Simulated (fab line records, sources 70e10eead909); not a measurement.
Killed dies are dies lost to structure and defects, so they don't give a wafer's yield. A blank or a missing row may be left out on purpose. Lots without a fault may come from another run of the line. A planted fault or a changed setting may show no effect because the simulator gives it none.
A struck lot beside a sound one | flow nand_harc | 19 steps out of a route of 1302
Sound: wafers L514.2, L514.3, L514.4. Struck: wafers L527.1, L527.2, L527.5. The cause comes at the end.
At each step with rows: each side's tool, then ch and its chambers, then its first start. Under that, the readings that differ: sound wafers | struck wafers | difference of the means | sigmas: that difference in standard deviations of wafers without a fault.
alike: readings whose means differ by less than 2 such deviations, and words and numbers that are the same on both sides. not compared: withheld readings, readings that some wafer has no value for, bounds like >300 that may hide the same value, and numbers for which the record gives no deviation and whose values overlap.
The two part at a step that has a row with sigmas, a row that says differs or no value, or rows on one side only. Numbers that don't overlap but have no deviation are shown without sigmas and don't part them. A reading that every wafer of one side lacks parts them only if that side has two wafers or more.

NHARC_P_GATE_CD_MEAS_59: target cd 720 nm.
  sound on cd_sem-03 ch 0, day 6 00:54; struck on cd_sem-03 ch 0, day 11 19:58
  alike: cd_nm
then, 1 step without rows for these wafers: NHARC_P_GATE_HARDBAKE_60 (time 80 s).
NHARC_P_GATE_DESCUM_61: chemistry O2, time 3 s.
  sound on rie_diel-01 ch 0,1,3, day 6 01:04; struck on rie_diel-01 ch 0,1,2, day 11 20:08
  alike: drypump_motor_current_A, oes_product_au, rf_vpp_V, showerhead_plenum_p_Torr, throttle_valve_pct
  not compared: rf_hours_counter_h
then, 1 step without rows for these wafers: NHARC_P_GATE_IMPLANT_62.
NHARC_P_GATE_STRIP_112: strips in N2/H2, time 200 s.
  sound on plasma_asher-02 ch 0,1, day 6 01:26; struck on plasma_asher-02 ch 0,1, day 11 20:33
  alike: drypump_motor_current_A, heater_power_w, temp_c
  not compared: rf_hours_counter_h
NHARC_P_GATE_STRIP_76: strips in O2.
  sound on plasma_asher-02 ch 0,1, day 6 01:41; struck on plasma_asher-02 ch 0,1, day 11 20:49
  reading    | sound                | struck               | difference | sigmas
  temp_c (C) | 250.00 249.99 249.99 | 250.33 250.31 250.33 | +0.33      | +2
  alike: drypump_motor_current_A, heater_power_w
  not compared: rf_hours_counter_h
then, 6 steps without rows for these wafers: NHARC_P_GATE_STRIP_63 (strips in SPM, time 900 s); NHARC_P_GATE_DEHYDRATE_83 (time 120 s); NHARC_P_GATE_HMDS_84 (time 30 s); NHARC_P_GATE_COAT_85; NHARC_P_GATE_SOFTBAKE_86 (time 95 s); NHARC_P_GATE_EBR_87.
NHARC_P_GATE_EXPOSE_88: exposes mask P HVN, target cd 2000 nm.
  sound on krf_scanner-02 ch 0, day 6 02:19; struck on krf_scanner-04 ch 0, day 11 21:28
  reading | sound                   | struck                           | difference | sigmas
  mask    | P_HVN#0 P_HVN#0 P_HVN#0 | P_HVN_R1#0 P_HVN_R1#0 P_HVN_R1#0 | differs    |
  alike: reticle_temp_C
then, 2 steps without rows for these wafers: NHARC_P_GATE_PEB_89 (peb time 85 s); NHARC_P_GATE_DEVELOP_90 (time 70 s).
NHARC_P_GATE_CD_MEAS_91: target cd 2000 nm.
  sound on cd_sem-01 ch 0, day 6 02:29; struck on cd_sem-03 ch 0, day 11 21:38
  reading    | sound          | struck         | difference | sigmas
  cd_nm (nm) | 1999 1998 2003 | 2123 2122 2116 | +120       | +40
then, 1 step without rows for these wafers: NHARC_P_GATE_HARDBAKE_92 (time 80 s).
NHARC_P_GATE_DESCUM_93: chemistry O2, time 3 s.
  sound on rie_diel-01 ch 0,2,3, day 6 02:38; struck on rie_diel-13 ch 1,2, day 11 21:48
  reading                 | sound          | struck         | difference | sigmas
  model.P_GATE.cd_nm (nm) | 1999 1998 2004 | 2124 2122 2116 | +120       |
  alike: drypump_motor_current_A, oes_product_au, rf_vpp_V, showerhead_plenum_p_Torr, throttle_valve_pct
  not compared: rf_hours_counter_h
then, 1 step without rows for these wafers: NHARC_P_GATE_IMPLANT_94.

WHERE THEY PART
First at NHARC_P_GATE_STRIP_76; last, within this record, at NHARC_P_GATE_CD_MEAS_91. Later steps at which nothing parts them and some readings are alike: NHARC_P_GATE_DESCUM_93.

WHY: what the simulator had put in
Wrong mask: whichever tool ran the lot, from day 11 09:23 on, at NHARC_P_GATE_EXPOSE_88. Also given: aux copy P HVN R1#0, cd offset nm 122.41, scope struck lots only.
